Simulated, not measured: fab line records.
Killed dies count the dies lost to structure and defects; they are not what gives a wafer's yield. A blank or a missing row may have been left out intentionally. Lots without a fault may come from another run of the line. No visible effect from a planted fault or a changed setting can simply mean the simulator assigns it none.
Matching of chambers + flow n5_finfet + rie_diel-06 running N5_BEOL_M3_VIA_ETCH_34: 4 sister chambers
The step etches the open film in C4F6/O2, target depth 69.4 nm, time 65.9 s. 4 wafers are shown with their chamber, then 10 later ones without.

## WAFERS WITH THEIR CHAMBER
| wafer  | chamber | drypump_motor_current_A (A) |
|--------|---------|-----------------------------|
| L086.3 | 0       | 5.56                        |
| L087.6 | 3       | 5.88                        |
| L088.1 | 1       | 5.66                        |
| L088.3 | 2       | 5.33                        |

## WAFERS WHOSE CHAMBER IS MISSING
| wafer  | drypump_motor_current_A (A) |
|--------|-----------------------------|
| L088.4 | 5.86                        |
| L089.1 | 5.55                        |
| L089.2 | 5.37                        |
| L089.6 | 5.33                        |
| L090.1 | 5.36                        |
| L090.2 | 5.58                        |
| L090.4 | 5.63                        |
| L096.3 | 5.87                        |
| L096.5 | 5.57                        |
| L096.6 | 5.86                        |

## EACH ONE'S CHAMBER
| wafer  | from the rows above     | in truth |
|--------|-------------------------|----------|
| L088.4 | 3                       | 3        |
| L089.1 | 0                       | 0        |
| L089.2 | 2                       | 2        |
| L089.6 | 2                       | 2        |
| L090.1 | 2                       | 2        |
| L090.2 | 0                       | 0        |
| L090.4 | can't be placed: 1 or 0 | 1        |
| L096.3 | 3                       | 3        |
| L096.5 | 0                       | 0        |
| L096.6 | 3                       | 3        |
Correctly placed: 9 of 10. Cannot be placed on the basis of these rows: 1; the candidates contain the true chamber in 1. Wrongly placed: 0.
How it was worked out, from the rows above alone: a wafer's distance from a chamber is the root of the sum, over the readings, of the square of ((its reading less the chamber's mean) divided by the reading's scatter). If the next closest chamber is less than 2 further off than the closest, the wafer can't be placed; otherwise it belongs to the closest. For every chamber, the mean is computed from those of its wafers that are shown. The scatter: with one shown wafer a chamber, the root of the mean of the squares of how far each hidden wafer lies from its nearest shown one.
